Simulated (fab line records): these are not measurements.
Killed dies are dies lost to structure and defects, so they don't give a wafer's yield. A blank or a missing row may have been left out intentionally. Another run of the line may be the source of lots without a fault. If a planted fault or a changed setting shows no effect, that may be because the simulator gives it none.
Which of the tools did it?	flow n5Finfet	11 lots (33 wafers sampled), 1 step of a 1938-step route

== WHAT THE GAUGES SHOWED, per wafer ==
N5_BEOL_M10_OVL_MEAS_12.
lot	measured	on	M10_OVL (nm)
L794	day 9 18:26	overlay-02	-1.0 -2.2 -2.0
L797	day 10 19:27	overlay-02	-0.1 -0.7 -0.4
L798	day 11 05:44	overlay-01	-0.3 -0.1 -0.4
L801	day 12 03:03	overlay-02	-0.6 -0.7 -0.3
L807	day 14 01:01	overlay-02	-1.4 -1.9 -2.1
L808	day 14 04:07	overlay-01	-0.9 -0.3 -0.3
L810	day 14 06:41	overlay-02	-1.2 -0.5 -1.3
L809	day 14 07:08	overlay-02	-1.8 -1.7 -1.3
L811	day 14 20:03	overlay-02	-0.5 0.1 0.0
L816	day 16 08:52	overlay-02	-0.2 -1.0 0.7
L817	day 16 23:20	overlay-02	-0.7 -1.0 -1.1

== WHICH TOOL RAN EACH LOT (tool, then ch and the chambers of the sampled wafers, then the start) ==
Before these readings, the record contains no process step.

== AS READ BY THE TOOLS THEMSELVES (means over the sampled wafers that have a number; for cases with no such wafer, the mark the record gives instead) ==
The record holds no such reading with a usual standard deviation.

== THE ANSWER, worked out from the rows above alone ==
Rule: the usual values come from the lots themselves. Put in order of their means at a reading, lots are off if they are a third of the lots or fewer, leave a main group of 4 or more, and stand apart from it by a gap of 3 or more times the standard deviation of the main group's means; of several such gaps the widest counts. Not used: any main group whose means are identical at the precision the tables above print for the reading. A lot without any number at a reading at which 4 lots or more have one is off too. All remaining lots with rows at the step are treated as sound. Order of review: gauges by route order, followed by the tools' own readings, for which a lot's mean as printed above is used. At the first step where some lot is off, the reading lying furthest off is the one used; lots without a number count as furthest.
No lot is off at any reading shown: from this, nothing can be told.

== WHAT WAS PUT IN BY THE SIMULATOR ==
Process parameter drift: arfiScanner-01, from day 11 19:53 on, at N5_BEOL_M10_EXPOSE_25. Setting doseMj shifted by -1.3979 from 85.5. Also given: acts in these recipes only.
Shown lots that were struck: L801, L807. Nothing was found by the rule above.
